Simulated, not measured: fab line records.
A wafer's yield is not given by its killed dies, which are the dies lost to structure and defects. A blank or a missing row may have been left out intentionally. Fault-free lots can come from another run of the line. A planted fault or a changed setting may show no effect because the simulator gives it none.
fab line records	flow n5-finfet
[record] lots = 6	wafers = 18	last-day = 15
route steps=1938 shown BEOL_M8@1395 BEOL_M9@1401 PASSIVATION@1936
lots that met no fault: taken from a fault-free run of the same line
start-h: start of the lot's first displayed wafer, in hours after the record's first day	wait-h: hours elapsed since this lot's preceding step	" as in the row above	L1.1+2: a single row standing in for several wafers	- either no value or no given start	* or withheld: withheld	< > ~ a bound
route shown NAME@n: a module of which the file shows steps, and the number in the route of the first	usual: mean/standard deviation of fault-free wafers	same: alike in all rows	chamber/n: place in a boat	sites: the reading at each site	_std_site: standard deviation of those values	_edge_site: mean of outer sites minus mean of inner sites	radius-mm: how far each site lies from the wafer's centre	mask NAME#n: copy n	behind: the most recent tool/chamber to have shaped the wafer	hold: what put the lot on hold/how long, in hours/how the hold closed	device: which transistor (n, p or np) failed to switch	end of line: at the end of the route, the tests of the same wafers	a step with no rows: only its recipe	killed: at the first sort, the dies lost to defects and structure; wafer yield is something else	map: a wafer's dies, marking killed ones x, the rest . and places with no die _
set.NAME: the run value of the setting; set.NAME@STEP: its run value at that earlier step	model.NAME: the simulator's own value behind a step, which no gauge read
lots at some steps of the route; a table a step, a row a wafer
services: a tool's chamber out of use, with start hour (start-h, from the record's first day; less than 0 if before it), hours out, and reason
[[steps]]
[step N5_BEOL_M8_CMP_52]
[recipe] stop-on = SiCOH_lowk	t-overpolish-s = 6.9	down-force-psi = 1	platen-rpm = 50	clearing-platen-down-force-psi = 1.5	clearing-platen-rpm = 50	post-cmp-clean = cu-alkaline	target-thk-nm = 80	clearing-platen-pad-velocity-m-s = 0.99484	pad-velocity-m-s = 0.99484
[usual] barrier-field-endpoint-s = 28.4/0.71	motor-current-A = 5.9/0.58	overpolish-run-s = 6.899/0.01	time-to-endpoint-s = 60.4/2.9
lot.wafer	tool	chamber	start-h	wait-h	barrier-field-endpoint-s	motor-current-A	overpolish-run-s	time-to-endpoint-s
L778.4	cmp-03	0	195.78	0.1	28.7	5.1	6.894	60.0
L778.3	"	1	"	"	27.9	5.7	6.898	57.5
L778.1	"	3	"	"	28.4	5.8	6.892	56.8
L779.1	cmp-04	0	216.31	0.5	27.7	5.8	6.895	57.9
L779.3	"	1	"	"	28.3	6.4	6.899	63.5
L779.4	"	2	"	"	28.8	5.7	6.898	63.7
L780.4	cmp-04	2	225.69	0.2	28.8	5.9	6.902	63.2
L780.2	"	3	"	"	29.6	7.4	6.894	62.0
L780.5	"	2	"	"	29.0	5.7	6.888	61.8
L782.2	cmp-03	0	226.60	0.2	27.4	5.2	6.906	56.5
L782.3	"	1	"	"	27.4	5.2	6.893	56.9
L782.6	"	3	"	"	27.8	5.7	6.900	58.5
L790.3	cmp-01	3	280.27	0.2	28.2	5.7	6.902	60.8
L790.6	"	1	"	"	28.3	6.0	6.911	55.9
L790.5	"	2	"	"	29.9	7.1	6.905	63.4
L793.2	cmp-04	2	288.57	0.3	27.4	5.9	6.916	60.2
L793.6	"	0	"	"	27.5	6.1	6.898	55.9
L793.5	"	1	"	"	27.8	6.3	6.890	59.5
[step N5_BEOL_M8_THK_MEAS_53]
[recipe] thk-meas-gauge = xrf	reads = Cu_of_BEOL_M8_ECD_50
[usual] M8_THK = 80.3/2.4
lot.wafer	tool	chamber	start-h	wait-h	M8_THK[nm]
L778.1	film-metro-01	-	196.08	-	80.7
L778.3	"	-	"	"	78.5
L778.4	"	-	"	"	83.1
L779.1	film-metro-02	-	216.60	-	80.1
L779.3	"	-	"	"	86.0
L779.4	"	-	"	"	82.6
L780.2	film-metro-02	-	225.95	-	77.6
L780.4	"	-	"	"	78.9
L780.5	"	-	"	"	78.6
L782.2	film-metro-01	-	226.85	-	81.3
L782.3	"	-	"	"	78.0
L782.6	"	-	"	"	79.3
L790.3	film-metro-02	-	280.49	-	83.4
L790.5	"	-	"	"	83.3
L790.6	"	-	"	"	80.7
L793.2	film-metro-01	-	288.79	-	78.6
L793.5	"	-	"	"	79.0
L793.6	"	-	"	"	79.0
[step N5_BEOL_M8_PRE_CLEAN_55]
[recipe] gas = NH3	time-s = 15	temp-c = withheld	rf-power-w = 300
[step N5_BEOL_M8_DEP_56]
[recipe] material = SiCN	target-thk-a = 100	temp-c = withheld	precursor = 3MS/NH3	pressure-torr = 3	rf-w = 202	time-s = 17.5
[usual] showerhead-plenum-p-Torr = 3.659/0.011	throttle-valve-pct = 9.1/0.56
lot.wafer	tool	chamber	start-h	wait-h	showerhead-plenum-p-Torr	throttle-valve-pct
L778.1	pecvd-01	1	196.14	0.0	3.653	10.3
L778.3	"	0	"	"	3.667	9.2
L778.4	"	2	"	"	3.670	8.2
L779.1	pecvd-01	2	216.67	0.0	3.671	8.4
L779.3	"	0	"	"	3.659	8.9
L779.4	"	2	"	"	3.659	8.2
L780.2	pecvd-02	0	226.03	0.0	3.640	9.0
L780.4	"	1	"	"	3.679	9.7
L780.5	"	0	"	"	3.646	9.1
L782.2	pecvd-01	1	226.92	0.0	3.660	10.1
L782.3	"	2	"	"	3.666	8.4
L782.6	"	1	"	"	3.653	10.1
L790.3	pecvd-01	1	280.55	0.0	3.651	10.1
L790.5	"	2	"	"	3.668	8.2
L790.6	"	1	"	"	3.665	10.1
L793.2	pecvd-02	1	288.85	0.0	3.663	9.5
L793.5	"	2	"	"	3.668	8.3
L793.6	"	1	"	"	3.692	9.5
[step N5_BEOL_M8_RS_MEAS_57]
[recipe] thk-meas-gauge = four-point-probe	reads = Cu_of_BEOL_M8_ECD_50+Co_of_BEOL_M8_CVD_78+TaN_of_BEOL_M8_ALD_77
[usual] M8_RS = 0.289/0.0096
lot.wafer	tool	chamber	start-h	wait-h	M8_RS[ohm/sq]
L778.1	film-metro-01	-	196.21	0.1	0.285
L778.3	"	-	"	"	0.296
L778.4	"	-	"	"	0.276
L779.1	film-metro-02	-	216.74	0.1	0.295
L779.3	"	-	"	"	0.272
L779.4	"	-	"	"	0.283
L780.2	film-metro-02	-	226.11	0.1	0.302
L780.4	"	-	"	"	0.297
L780.5	"	-	"	"	0.296
L782.2	film-metro-01	-	226.99	0.1	0.280
L782.3	"	-	"	"	0.295
L782.6	"	-	"	"	0.289
L790.3	film-metro-01	-	280.62	0.1	0.278
L790.5	"	-	"	"	0.276
L790.6	"	-	"	"	0.289
L793.2	film-metro-01	-	288.92	0.1	0.295
L793.5	"	-	"	"	0.294
L793.6	"	-	"	"	0.294
[step N5_BEOL_M8_INSPECT_58]
[recipe] inspect-instrument = darkfield	mode = post-dep
[usual] raw-defect-count = 68/22
lot.wafer	tool	chamber	start-h	wait-h	raw-defect-count
L778.1	defect-inspect-01	-	196.24	0.0	53
L778.3	"	-	"	"	59
L778.4	"	-	"	"	57
L779.1	defect-inspect-01	-	216.76	0.0	91
L779.3	"	-	"	"	55
L779.4	"	-	"	"	66
L780.2	defect-inspect-01	-	226.14	0.0	51
L780.4	"	-	"	"	65
L780.5	"	-	"	"	59
L782.2	defect-inspect-01	-	227.01	0.0	38
L782.3	"	-	"	"	44
L782.6	"	-	"	"	49
L790.3	defect-inspect-02	-	280.65	0.0	46
L790.5	"	-	"	"	45
L790.6	"	-	"	"	81
L793.2	defect-inspect-01	-	288.95	0.0	82
L793.5	"	-	"	"	99
L793.6	"	-	"	"	60
[step N5_BEOL_M9_ILD_DEP_00]
[recipe] material = SiCOH_lowk	target-thk-a = 3085.1	temp-c = 300	precursor = DEMS/porogen	pressure-torr = 5	rf-w = 500	time-s = 58
[step N5_BEOL_M9_CURE_71]
[recipe] temp-c = 385	time-s = 240	ambient = He/Ar	material = SiCOH_lowk
[usual] lamp-power-pct = 52.31/0.056	wafer_temp_C_max = 386.9/0.8
lot.wafer	tool	chamber	start-h	wait-h	lamp-power-pct	wafer_temp_C_max
L778.1	uv-cure-02	0	196.36	0.0	52.16	387.2
L778.3	"	0	"	"	52.31	386.6
L778.4	"	0	"	"	52.25	386.3
L779.1	uv-cure-02	2	216.88	0.0	52.37	387.2
L779.3	"	2	"	"	52.32	386.1
L779.4	"	2	"	"	52.30	386.7
L780.2	uv-cure-01	2	226.33	0.1	52.32	386.8
L780.4	"	2	"	"	52.22	388.2
L780.5	"	2	"	"	52.38	386.9
L782.2	uv-cure-01	1	227.21	0.1	52.34	386.1
L782.3	"	1	"	"	52.29	386.0
L782.6	"	1	"	"	52.30	386.1
L790.3	uv-cure-02	2	280.92	0.2	52.33	386.4
L790.5	"	2	"	"	52.32	385.9
L790.6	"	2	"	"	52.37	386.2
L793.2	uv-cure-03	2	289.35	0.3	52.25	387.7
L793.5	"	2	"	"	52.30	387.8
L793.6	"	2	"	"	52.32	388.6
[step N5_BEOL_M9_THK_MEAS_01]
[recipe] reads = SiCOH_lowk_of_BEOL_M9_ILD_DEP_00
[usual] M9_ILD_THK = 268/4
lot.wafer	tool	chamber	start-h	wait-h	M9_ILD_THK[nm]
L778.1	film-metro-02	-	196.87	0.4	263
L778.3	"	-	"	"	262
L778.4	"	-	"	"	269
L779.1	film-metro-02	-	217.39	0.4	269
L779.3	"	-	"	"	265
L779.4	"	-	"	"	273
L780.2	film-metro-02	-	226.77	0.4	270
L780.4	"	-	"	"	273
L780.5	"	-	"	"	271
L782.2	film-metro-01	-	227.64	0.4	263
L782.3	"	-	"	"	267
L782.6	"	-	"	"	272
L790.3	film-metro-02	-	281.28	0.3	264
L790.5	"	-	"	"	272
L790.6	"	-	"	"	271
L793.2	film-metro-01	-	289.78	0.4	267
L793.5	"	-	"	"	273
L793.6	"	-	"	"	269
[step N5_BEOL_M9_PECVD_70]
[recipe] material = SiO2	target-thk-a = 200	temp-c = 400	precursor = TEOS/O2	pressure-torr = 5.5	rf-w = 450	teos-flow-sccm = 53.8	gas = O2	flow-sccm = 3000	time-s = 22.7
[usual] heater-power-w = 755/82	showerhead-plenum-p-Torr = 8.74/0.045	throttle-valve-pct = 22.9/1.6
lot.wafer	tool	chamber	start-h	wait-h	heater-power-w	showerhead-plenum-p-Torr	throttle-valve-pct
L778.1	pecvd-04	1	196.91	0.0	839	8.81	25.9
L778.3	"	0	"	"	686	8.66	22.6
L778.4	"	2	"	"	766	8.75	20.7
L779.1	pecvd-01	2	217.43	0.0	648	8.77	20.4
L779.3	"	1	"	"	691	8.76	24.6
L779.4	"	1	"	"	691	8.74	24.6
L780.2	pecvd-03	0	226.80	0.0	819	8.75	23.5
L780.4	"	1	"	"	859	8.73	23.2
L780.5	"	2	"	"	592	8.72	21.5
L782.2	pecvd-04	2	227.68	0.0	758	8.75	20.4
L782.3	"	1	"	"	874	8.82	25.8
L782.6	"	0	"	"	701	8.66	22.8
L790.3	pecvd-03	0	281.31	0.0	804	8.75	23.6
L790.5	"	0	"	"	794	8.73	23.3
L790.6	"	1	"	"	779	8.74	23.2
L793.2	pecvd-03	1	289.82	0.0	825	8.75	23.2
L793.5	"	0	"	"	853	8.76	23.4
L793.6	"	1	"	"	807	8.71	23.4
[step N5_BEOL_M9_HM_DEP_02]
[recipe] material = TiN	target-thk-a = 200	temp-c = 25	chamber-pressure-pa = 0.49996
[usual] throttle-valve-pct = 29.6/1.2
lot.wafer	tool	chamber	start-h	wait-h	throttle-valve-pct
L778.1	pvd-sputter-02	-	199.34	2.4	28.7
L778.3	"	-	"	"	28.3
L778.4	"	-	"	"	30.7
L779.1	pvd-sputter-01	-	218.05	0.6	29.6
L779.3	"	-	"	"	30.7
L779.4	"	-	"	"	27.6
L780.2	pvd-sputter-02	-	227.72	0.9	28.8
L780.4	"	-	"	"	30.9
L780.5	"	-	"	"	28.8
L782.2	pvd-sputter-02	-	227.92	0.2	30.6
L782.3	"	-	"	"	28.9
L782.6	"	-	"	"	31.0
L790.3	pvd-sputter-03	-	282.62	1.3	32.1
L790.5	"	-	"	"	32.3
L790.6	"	-	"	"	29.4
L793.2	pvd-sputter-02	-	290.85	1.0	29.1
L793.5	"	-	"	"	30.8
L793.6	"	-	"	"	28.6
[step N5_BEOL_M9_COAT_59]
[recipe] resist = SOC	temp-c = 250	time-s = 60	spin-rpm = 1500	resist-thk-nm = 100
[step N5_BEOL_M9_COAT_60]
[recipe] resist = SiARC	temp-c = 220	time-s = 60	spin-rpm = 1500	resist-thk-nm = 30
[usual] chill-plate-temp-C = 23.03/0.11	spin-speed-rpm = 1500.0/1
lot.wafer	tool	chamber	start-h	wait-h	chill-plate-temp-C	spin-speed-rpm	model.SiARC_of_BEOL_M9_COAT_60.thk-nm
L778.1	litho-track-01	0	199.47	-	22.96	1499.5	30
L778.3	"	0	"	"	22.95	1501.3	30
L778.4	"	0	"	"	23.02	1500.1	30
L779.1	litho-track-01	0	218.18	-	22.92	1666.9	28.6
L779.3	"	0	"	"	22.95	1668.8	28.6
L779.4	"	0	"	"	23.06	1665.5	28.6
L780.2	litho-track-02	0	227.85	-	23.12	1500.1	30
L780.4	"	0	"	"	23.23	1501.7	29.8
L780.5	"	0	"	"	23.11	1500.6	29.8
L782.2	litho-track-01	0	228.05	-	22.91	1666.0	28.4
L782.3	"	0	"	"	22.91	1665.5	28.2
L782.6	"	0	"	"	22.81	1664.6	28.4
L790.3	litho-track-01	0	282.75	-	22.89	1497.6	30
L790.5	"	0	"	"	22.98	1498.2	30
L790.6	"	0	"	"	23.04	1498.8	30
L793.2	litho-track-02	0	290.98	-	23.04	1501.9	30
L793.5	"	0	"	"	23.05	1500.1	29.8
L793.6	"	0	"	"	22.86	1501.5	30
[step N5_BEOL_M9_COAT_05]
[recipe] resist = CAR-ArF	spin-rpm = 1500	resist-thk-nm = 90
[step N5_BEOL_M9_EBR_07]
[recipe] solvent = PGMEA	ebr-width-mm = 1.5
[step N5_BEOL_M9_SOFTBAKE_06]
[recipe] temp-c = 110	time-s = 60	resist = CAR-ArF
[step N5_BEOL_M9_EXPOSE_08]
[recipe] mask-id = M9	na = 1.35	source-shape = dipole	sigma-inner = 0.411	sigma-outer = 0.611	polarization = te	dose-mj = 53.75
[step N5_BEOL_M9_PEB_09]
[recipe] peb-temp-c = withheld	peb-time-s = 60	resist = CAR-ArF
[step N5_BEOL_M9_DEVELOP_10]
[recipe] develop-time-s = 30	developer = TMAH	resist = CAR-ArF	rinse-liquid = diw	dry = air-spin	dev-temp-c = 23
[step N5_BEOL_M9_CD_MEAS_11]
[recipe] target-cd-nm = 64.1	landing-energy-ev = 500	detector = se-inlens	polarity = opening
[usual] cd-nm = 64.1/0.58
lot.wafer	tool	chamber	start-h	wait-h	cd-nm
L778.1	cd-sem-01	0	199.83	-	64.1
L778.3	"	0	"	"	63.5
L778.4	"	0	"	"	64.4
L779.1	cd-sem-02	0	218.42	-	65.3
L779.3	"	0	"	"	64.6
L779.4	"	0	"	"	64.1
L780.2	cd-sem-01	0	228.09	-	63.6
L780.4	"	0	"	"	63.6
L780.5	"	0	"	"	63.3
L782.2	cd-sem-02	0	228.48	-	63.8
L782.3	"	0	"	"	64.3
L782.6	"	0	"	"	64.0
L790.3	cd-sem-01	0	282.99	-	64.2
L790.5	"	0	"	"	63.8
L790.6	"	0	"	"	64.8
L793.2	cd-sem-02	0	291.35	-	63.6
L793.5	"	0	"	"	62.9
L793.6	"	0	"	"	62.5
[step N5_BEOL_M9_OVL_MEAS_12]
[recipe] points-per-wafer = 44
[usual] M9_OVL = -0.5/0.81
lot.wafer	tool	chamber	start-h	wait-h	M9_OVL[nm]
L778.1	overlay-01	0	199.86	0.0	-2.2
L778.3	"	0	"	"	0.2
L778.4	"	0	"	"	-1.1
L779.1	overlay-01	0	218.45	0.0	-1.1
L779.3	"	0	"	"	-0.4
L779.4	"	0	"	"	-1.6
L780.2	overlay-01	0	228.12	0.0	-0.7
L780.4	"	0	"	"	-0.3
L780.5	"	0	"	"	-1.5
L782.2	overlay-01	0	228.51	0.0	0.2
L782.3	"	0	"	"	-0.3
L782.6	"	0	"	"	-0.3
L790.3	overlay-01	0	283.02	0.0	-0.8
L790.5	"	0	"	"	-0.9
L790.6	"	0	"	"	-0.8
L793.2	overlay-02	0	291.38	0.0	-0.5
L793.5	"	0	"	"	-0.4
L793.6	"	0	"	"	0.0
[step N5_BEOL_M9_INSPECT_13]
[recipe] mode = adi	inspect-instrument = brightfield
[usual] raw-defect-count = 399/100
lot.wafer	tool	chamber	start-h	wait-h	raw-defect-count
L778.1	defect-inspect-01	-	199.89	0.0	359
L778.3	"	-	"	"	397
L778.4	"	-	"	"	310
L779.1	defect-inspect-02	-	218.48	0.0	340
L779.3	"	-	"	"	224
L779.4	"	-	"	"	259
L780.2	defect-inspect-02	-	228.15	0.0	267
L780.4	"	-	"	"	461
L780.5	"	-	"	"	307
L782.2	defect-inspect-01	-	228.53	0.0	300
L782.3	"	-	"	"	242
L782.6	"	-	"	"	278
L790.3	defect-inspect-02	-	283.04	0.0	418
L790.5	"	-	"	"	398
L790.6	"	-	"	"	435
L793.2	defect-inspect-02	-	291.40	0.0	463
L793.5	"	-	"	"	408
L793.6	"	-	"	"	418
[step N5_BEOL_M9_DESCUM_16]
[recipe] chemistry = O2	time-s = 7.9	source-power-w = 50	bias-power-w = 20	pressure-mtorr = 20	rf-frequency-hz = 2.712e+07	temp-c = 40	resist = CAR-ArF	o2-flow-sccm = 225
[step N5_BEOL_M9_ETCH_61]
[recipe] chemistry = CF4	target = SiARC	target-depth-a = 390	mask-material = CAR-ArF	time-s = 65	ion-energy-ev = 80	pressure-mtorr = 40	source-w = 545	bias-w = 36	Ar_flow_sccm = 100	cf4-flow-sccm = 100	ends = cleared
[usual] drypump-motor-current-A = 5.7/0.56	etch-rf-on-time-s = 64.5/1.4	oes-product-au = 0.68/0.069	rf-vpp-V = 184.1/1.3	showerhead-plenum-p-Torr = 2.14/0.079	throttle-valve-pct = 15.55/0.19
lot.wafer	tool	chamber	start-h	wait-h	drypump-motor-current-A	etch-rf-on-time-s	oes-product-au	rf-hours-counter-h	rf-vpp-V	showerhead-plenum-p-Torr	throttle-valve-pct	model.etch.depth-nm	model.CAR-ArF_of_BEOL_M9_COAT_05.thk-nm
L778.1	rie-diel-05	3	199.96	0.0	5.7	64.8	0.60	216	184.9	2.20	15.41	30	56
L778.3	"	1	"	"	6.1	65.6	0.70	65	185.4	2.25	15.39	30	55.8
L778.4	"	0	"	"	5.6	62.2	0.66	125	181.9	1.99	15.57	30.03	55.6
L779.1	rie-diel-01	1	218.55	0.0	5.8	60.4	0.73	53	183.3	2.17	15.57	28.59	57
L779.3	"	2	"	"	5.0	64.0	0.57	245	183.8	2.11	16.15	28.52	57
L779.4	"	2	"	"	5.0	64.5	0.58	-	184.3	2.11	16.16	28.61	56.8
L780.2	rie-diel-01	3	228.22	0.0	5.3	65.6	0.59	217	183.9	2.04	15.66	29.92	55.6
L780.4	"	0	"	"	4.9	63.7	0.73	75	182.9	2.15	15.57	29.84	55.8
L780.5	"	1	"	"	5.8	62.9	0.72	-	184.8	2.17	15.59	29.85	55.6
L782.2	rie-diel-03	2	228.69	0.0	5.1	61.4	0.64	172	181.9	2.06	15.70	28.36	57
L782.3	"	1	"	"	6.1	60.9	0.75	56	184.8	2.09	15.45	28.29	57
L782.6	"	2	"	"	5.0	61.5	0.63	-	183.1	2.06	15.71	28.37	57
L790.3	rie-diel-03	0	283.12	0.0	5.9	67.9	0.60	195	185.0	2.13	15.77	30.1	55.2
L790.5	"	0	"	"	5.9	68.2	0.59	-	184.0	2.13	15.79	30.08	55.4
L790.6	"	3	"	"	5.4	63.7	0.82	-	185.2	2.19	15.20	30.09	55.2
L793.2	rie-diel-05	0	291.47	0.0	5.6	63.7	0.63	153	182.1	1.98	15.61	29.93	55.4
L793.5	"	1	"	"	6.1	65.6	0.68	-	185.4	2.24	15.45	29.86	55.4
L793.6	"	0	"	"	5.6	63.5	0.64	-	182.0	1.98	15.63	29.95	55.4
[step N5_BEOL_M9_ETCH_62]
[recipe] chemistry = N2/H2	target = SOC	target-depth-a = 1100	overetch-a = 220	mask-material = SiARC	temp-c = 40	time-s = 165	ion-energy-ev = 200	pressure-mtorr = 30	source-w = 840	bias-w = 150	n2-flow-sccm = 200	h2-flow-sccm = 200
[usual] drypump-motor-current-A = 5.7/0.56	oes-product-au = 0.67/0.065	rf-vpp-V = 524/3.1	showerhead-plenum-p-Torr = 2.54/0.11	throttle-valve-pct = 17.79/0.23
lot.wafer	tool	chamber	start-h	wait-h	drypump-motor-current-A	oes-product-au	rf-hours-counter-h	rf-vpp-V	showerhead-plenum-p-Torr	throttle-valve-pct	model.SiARC_of_BEOL_M9_COAT_60.thk-nm
L778.1	rie-diel-05	3	200.01	0.0	5.8	0.60	216	527	2.61	17.41	23.4
L778.3	"	1	"	"	6.1	0.71	65	528	2.70	17.61	23.8
L778.4	"	0	"	"	5.6	0.64	125	520	2.35	17.76	23.4
L779.1	rie-diel-01	1	218.60	0.0	5.8	0.71	53	526	2.58	17.74	21.8
L779.3	"	2	"	"	5.0	0.58	245	523	2.50	18.42	22.2
L779.4	"	2	"	"	5.0	0.59	-	523	2.51	18.42	22.2
L780.2	rie-diel-01	3	228.27	0.0	5.4	0.59	217	520	2.43	17.92	23.6
L780.4	"	0	"	"	4.9	0.71	75	525	2.59	18.03	23.6
L780.5	"	1	"	"	5.8	0.71	-	525	2.58	17.74	23
L782.2	rie-diel-03	2	228.74	0.0	5.0	0.63	172	520	2.41	17.56	22
L782.3	"	1	"	"	6.1	0.74	56	522	2.50	17.87	21.8
L782.6	"	2	"	"	5.1	0.63	-	521	2.41	17.56	22
L790.3	rie-diel-03	0	283.17	0.0	5.9	0.60	195	523	2.53	18.12	23.8
L790.5	"	0	"	"	5.9	0.60	-	523	2.53	18.12	23.8
L790.6	"	3	"	"	5.4	0.80	-	526	2.60	17.48	23.8
L793.2	rie-diel-05	0	291.52	0.0	5.6	0.62	153	518	2.34	17.83	23.4
L793.5	"	1	"	"	6.1	0.68	-	527	2.69	17.65	23.4
L793.6	"	0	"	"	5.6	0.62	-	519	2.34	17.84	23.4
[step N5_BEOL_M9_STRIP_68]
[recipe] chemistry = N2/H2	temp-c = 40	n2-flow-sccm = 200	h2-flow-sccm = 200	rf-frequency-hz = 6e+07
[step N5_PASSIVATION_PROBE_49]
[usual] defect-limited-yield = 91.5/1.5	killed_at_M0_to_M3 = 32/9.4	killed_at_M4_up = 12/5.1	killed-at-contacts = 11/7.4	killed-at-front-end = 41/11	killed-at-other = 3.4/2.5	killed-dies = 100/17	killed-on-rim = 13/4.4	killed-open = 65/14	killed-short = 33/7	sort_bin_5_function = 4.9/0.96	sort_bin_6_memory = 3.1/0.7	sort-n-pass = 1080/17	sort-yield-pct = 91.5/1.5
[same] gross-dies = 1180	killed-at-back-side = 0	sort_bin_4_leakage[%] = 0	sort_bin_8_speed[%] = 0
lot.wafer	tool	chamber	start-h	wait-h	defect-limited-yield[%]	killed_at_M0_to_M3	killed_at_M4_up	killed-at-contacts	killed-at-front-end	killed-at-other	killed-dies	killed-on-rim	killed-open	killed-short	sort_bin_5_function[%]	sort_bin_6_memory[%]	sort-n-pass	sort-yield-pct[%]
L782.2	prober-02	-	279.67	0.1	92.5	29	8	15	36	0	88	15	61	26	4.2	3.1	1092	92.5
L782.3	prober-02	-	279.72	0.1	91.2	27	10	15	51	1	104	14	66	35	4.9	3.2	1076	91.2
L782.6	prober-02	-	279.87	0.3	93.5	14	14	9	39	1	77	6	44	29	4.4	1.8	1103	93.5
// killed by level:class
L782.2 MOL_CONTACT_COAG:geometric-particle:open=14 BEOL_M0_SAQP:geometric-particle:open=9 GATE_CUT:geometric-particle:short=8 FIN_SAQP:geometric-particle:short=6 FIN_SAQP:geometric-particle:open=5 BEOL_M1:geometric-particle:open=5 BEOL_M2:geometric-particle:open=5 STARTING-WAFER:geometric-particle:open=5
L782.3 FIN_SAQP:geometric-particle:open=13 MOL_CONTACT_COAG:geometric-particle:open=12 FIN_SAQP:geometric-particle:short=11 BEOL_M2:geometric-particle:open=11 DUMMY_GATE:geometric-particle:open=7 BEOL_M0_SAQP:geometric-particle:open=5 GATE_CUT:geometric-particle:open=5 BEOL_M0_SAQP:geometric-particle:short=5
L782.6 FIN_SAQP:geometric-particle:short=9 MOL_CONTACT_COAG:geometric-particle:open=9 FIN_SAQP:geometric-particle:open=6 GATE_CUT:geometric-particle:short=6 BEOL_M4:geometric-particle:open=6 STARTING-WAFER:geometric-particle:short=5 DUMMY_GATE:geometric-particle:open=5 DUMMY_GATE:geometric-particle:short=3
[[services]]
tool	chamber	start-h	hours	kind
uv-cure-01	-	173.92	6.1	repair
pecvd-02	0	180.51	9.0	repair
rie-diel-03	0	181.89	7.9	repair
cmp-04	-	187.98	1.9	repair
pecvd-02	-	191.19	0.5	repair
pecvd-01	-	191.75	2.8	pm
rie-diel-01	-	191.85	2.8	pm
pecvd-03	1	206.10	6.1	repair
uv-cure-01	-	206.49	1.1	repair
uv-cure-01	-	210.54	8.8	repair
rie-diel-01	3	211.88	14.8	repair
uv-cure-01	-	219.35	2.1	pm
uv-cure-01	-	221.48	1.0	pm
cmp-03	-	228.10	0.5	repair
rie-diel-03	3	232.01	2.0	repair
pecvd-04	-	238.23	0.5	repair
cmp-03	-	247.22	0.9	repair
pecvd-02	-	250.62	2.8	pm
pecvd-04	0	251.52	12.3	repair
rie-diel-03	3	266.40	4.3	repair
pecvd-03	-	271.33	1.2	repair
pvd-sputter-02	-	284.61	5.1	repair
rie-diel-05	3	288.80	4.2	repair
rie-diel-03	0	289.36	5.6	repair
[[key]]
[first-sign] step = N5_BEOL_M9_COAT_60	reading = spin-speed-rpm	direction = up	sigmas = 99+	usual = *	struck = *
effect none on later readings
[model-effect] step = N5_BEOL_M9_COAT_60	value = SiARC_of_BEOL_M9_COAT_60.thk-nm	without = 29.97	struck = 28.47
[model-effect] step = N5_BEOL_M9_ETCH_61	value = etch.depth-nm	without = 29.99	struck = 28.46
[model-effect] step = N5_BEOL_M9_ETCH_62	value = SiARC_of_BEOL_M9_COAT_60.thk-nm	without = 23.53	struck = 22
met-at N5_BEOL_M9_COAT_60
struck-wafers L779.1,L779.3,L779.4,L782.2,L782.3,L782.6
onset-between 199.47 218.18
[fault] kind = process-parameter-drift	tool = litho-track-01	chamber = -	onset-h = 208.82	steps = N5_BEOL_M9_COAT_60	channel = spin-rpm	offset = *	shape = step	end-h = 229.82	acts-in = *	stated = *
